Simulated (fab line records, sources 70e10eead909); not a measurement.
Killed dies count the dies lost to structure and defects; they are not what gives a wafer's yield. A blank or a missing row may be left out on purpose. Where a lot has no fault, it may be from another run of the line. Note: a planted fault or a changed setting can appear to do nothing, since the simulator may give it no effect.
8D (eight disciplines) problem report, filled in by code ; flow nand_harc ; the parts of the form that need people (team, actions taken, sign-off) are left out

## 1. PROBLEM STATEMENT
Wafers without a fault read 1000 nm, standard deviation 10; thk_nm at NHARC_A_ONON_D2_THK_MEAS_05 reads a mean of 1571 nm on 6 wafers belonging to 2 lots. Measured from the usual mean, that is +57 standard deviations.
The step: measures by ellipsometry.
First observed at day 14 04:44: wafer L104.1, on film_metro-02. The record has a number at this step for 39 wafers belonging to 13 lots. Rule for "out" (also "out of limits"): further than 4 standard deviations from the usual mean. The other wafers with a number count as sound.

## 2. WHAT IT IS AND WHAT IT IS NOT
question;is;is not
which readings at this step;thk_nm;-
which lots;L104, L107;L100, L101, L102, L103, L113, L116, L118, L119, L120, L121, L123
which wafers of those lots;all that have a number;-
read on which gauges;film_metro-01, film_metro-02;-
when;from day 14 04:44;"up to then (12 sound wafers); but 21 sound wafers of L113, L116, L118, L119, L120, L121, L123 came after"

## 3. WHAT RULES OUT EACH SUSPECT
Counting: a tool at a process step up to the reading stays a suspect if it ran every lot that is out and no sound lot after the first of them.
- the gauge at NHARC_A_ONON_D2_THK_MEAS_05 is ruled out. 2 gauges (film_metro-01, film_metro-02) read the wafers that are out.
- rie_diel-01 at NHARC_A_CHANNEL_FILL_D1_STRIP_28 (strips in O2, time 20 s): ruled out as a lasting fault. Sound lots L116, L118, L120, L123 ran on it after its first lot that is out, L104 (day 11 11:19).
- pecvd_onon-01 at NHARC_A_ONON_D2_DEP_03 (target thk 1000 nm): ruled out as a lasting fault. Sound lots L120 ran on it after its first lot that is out, L104 (day 14 04:13).
Left after counting: nothing in the record.

## 4. THE CAUSE (what the simulator had put in)
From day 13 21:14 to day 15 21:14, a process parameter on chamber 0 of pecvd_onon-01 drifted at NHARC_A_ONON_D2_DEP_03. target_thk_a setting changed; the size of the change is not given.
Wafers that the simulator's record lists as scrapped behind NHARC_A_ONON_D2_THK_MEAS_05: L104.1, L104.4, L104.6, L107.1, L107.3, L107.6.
It was ruled out by counting, in error; the rule expects a fault to strike all lots run on its tool from its start on, and this fault did not.

## 5. THE CHAIN OF EFFECTS, in route order
Each row: a reading where the mean over the struck wafers with a number is more than 3 standard deviations away from the usual. Only readings whose record carries a usual standard deviation are examined. hours: median over the lots of the time between each lot's start at the first step of this table that gives one and its start at this step. sigmas: the change, counted in usual standard deviations.
hours;step;reading;usual;on struck wafers;change;sigmas
0;NHARC_A_ONON_D2_THK_MEAS_05;thk_nm;1000 nm;1571;+571;+57

## 6. WHAT WOULD HAVE CAUGHT IT SOONER
7 hours passed between the start of the fault at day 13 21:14 and the first reading out of limits at a measuring or inspecting step in this record, taken at day 14 04:44.
Tool readings at NHARC_A_ONON_D2_DEP_03 with a usual standard deviation given in the record: none out on any struck wafer, hence no alarm at a limit of 4 standard deviations on them.
